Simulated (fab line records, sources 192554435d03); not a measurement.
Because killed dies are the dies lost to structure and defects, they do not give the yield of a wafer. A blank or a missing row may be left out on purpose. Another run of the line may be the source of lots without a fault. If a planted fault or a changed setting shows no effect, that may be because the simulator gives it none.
Split-lot trial | flow n5 finfet | route with 1938 steps; 7 lots, 21 wafers read

## THE SPLIT ITSELF
At N5_BEOL_M15_PEB_26 (peb time 90 s), the setting peb time s was moved away from the recipe's 90 s on 8 of the 21 wafers read, by -21.8% to +19.8%. For the rest of the wafers, this setting stayed at what the recipe calls for.

## FROM THE SPLIT TO THE READING: what the file shows between them, 2 steps
- N5_BEOL_M15_DEVELOP_27: develop time 45 s
- N5_BEOL_M15_HARDBAKE_32: time 120 s

## THE READING
At N5_BEOL_M15_CD_MEAS_28: cd nm in nanometres, against a target cd of 407.6 nm. Fault-free wafers of this fab line usually give 407.5 nm, standard deviation 2.1 nm.

wafer  | tool, chamber at the split | peb time s as run, s | against the recipe | cd nm, nm | against lot-mates on the recipe
L086.3 | litho track-02, 0          | 90                   | recipe             | 408.4     | -
L086.4 | litho track-02, 0          | 70.96                | -21.2%             | 397.0     | -11.4
L086.6 | litho track-02, 0          | 70.96                | -21.2%             | 399.6     | -8.8
L088.3 | litho track-02, 0          | 90                   | recipe             | 404.6     | -
L088.4 | litho track-02, 0          | 107.8                | +19.8%             | 411.3     | +6.9
L088.5 | litho track-02, 0          | 90                   | recipe             | 404.1     | -
L087.1 | litho track-02, 0          | 70.39                | -21.8%             | 397.0     | -11.7
L087.3 | litho track-02, 0          | 90                   | recipe             | 408.7     | -
L087.6 | litho track-02, 0          | 70.39                | -21.8%             | 395.4     | -13.3
L090.1 | litho track-02, 0          | 90                   | recipe             | 406.9     | -
L090.5 | litho track-02, 0          | 76.74                | -14.7%             | 401.4     | -5.5
L090.6 | litho track-02, 0          | 76.74                | -14.7%             | 399.5     | -7.4
L093.2 | litho track-02, 0          | 90                   | recipe             | 407.4     | -
L093.4 | litho track-02, 0          | 90                   | recipe             | 409.9     | -
L093.5 | litho track-02, 0          | 90                   | recipe             | 406.1     | -
L096.1 | litho track-01, 0          | 90                   | recipe             | 406.7     | -
L096.2 | litho track-01, 0          | 76.56                | -14.9%             | 402.4     | -3.9
L096.6 | litho track-01, 0          | 90                   | recipe             | 405.8     | -
L097.4 | litho track-02, 0          | 90                   | recipe             | 408.1     | -
L097.5 | litho track-02, 0          | 90                   | recipe             | 409.4     | -
L097.6 | litho track-02, 0          | 90                   | recipe             | 411.4     | -

FIT RESULTS
A straight line over all 21 wafers: cd nm changes by +0.408 nm for each +1% of peb time s; r = +0.90; the points scatter about the line by 2.1 nm.
The same after taking each lot's own level away (the mean of its wafers on the recipe; 21 wafers): +0.462 nm for each +1%; r = +0.96; scatter 1.5 nm.
According to that fit, moving peb time s by its largest amount changes the reading by 10 nm.
Across the lots, their own levels run from 404.35 to 409.63 nm, a range of 2.5 times the standard deviation given above.
So the slope is not independent of the lot-to-lot level: the two fits are not the same.
Check: -9.97 nm against its lot-mates is what the line predicts for one of the wafers moved furthest among these (-21.8%) when that wafer is left out of the fit. It came out at -11.7 nm against them.

## THE OTHER SPLITS THESE WAFERS WENT THROUGH
Note: prior to the reading, these wafers also went through further splits. Each is held against what the fit with the lots' levels taken away leaves over:
other split on the same wafers | wafers away from the commonest value | r with cd nm (lot level and that fit taken away)
N5_BEOL_M10_COAT_60 spin rpm   | 7                                    | +0.37
N5_BEOL_M11_COAT_05 spin rpm   | 8                                    | +0.57
N5_BEOL_M13_COAT_22 spin rpm   | 7                                    | +0.31
N5_BEOL_M13_ETCH_68 time s     | 11                                   | +0.06
N5_BEOL_M14_EXPOSE_07 dose mj  | 9                                    | +0.30

## THE WHOLE CHAIN: every reading that the file lists as answering this split, in the file's order
step                   | what it does                                                            | reading                                                         | change (the file's fit)               | r (the file's)
N5_BEOL_M15_CD_MEAS_28 | target cd 407.6 nm                                                      | cd nm                                                           | +0.441 nm for each +1% of the setting | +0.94
N5_BEOL_M15_DESCUM_33  | chemistry O2, time 7.9 s                                                | BEOL_M15.cd nm (the simulator's own value, which no gauge read) | +0.436 nm for each +1% of the setting | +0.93
N5_BEOL_M15_ETCH_61    | etches BARC in N2/H2, target depth 89 nm, overetch 26.7 nm, time 67.9 s | BEOL_M15.cd nm (the simulator's own value, which no gauge read) | +0.455 nm for each +1% of the setting | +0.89

## THE FILE'S OWN FIT
cd nm changes by +0.441 nm for each +1% of peb time s, r = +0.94.
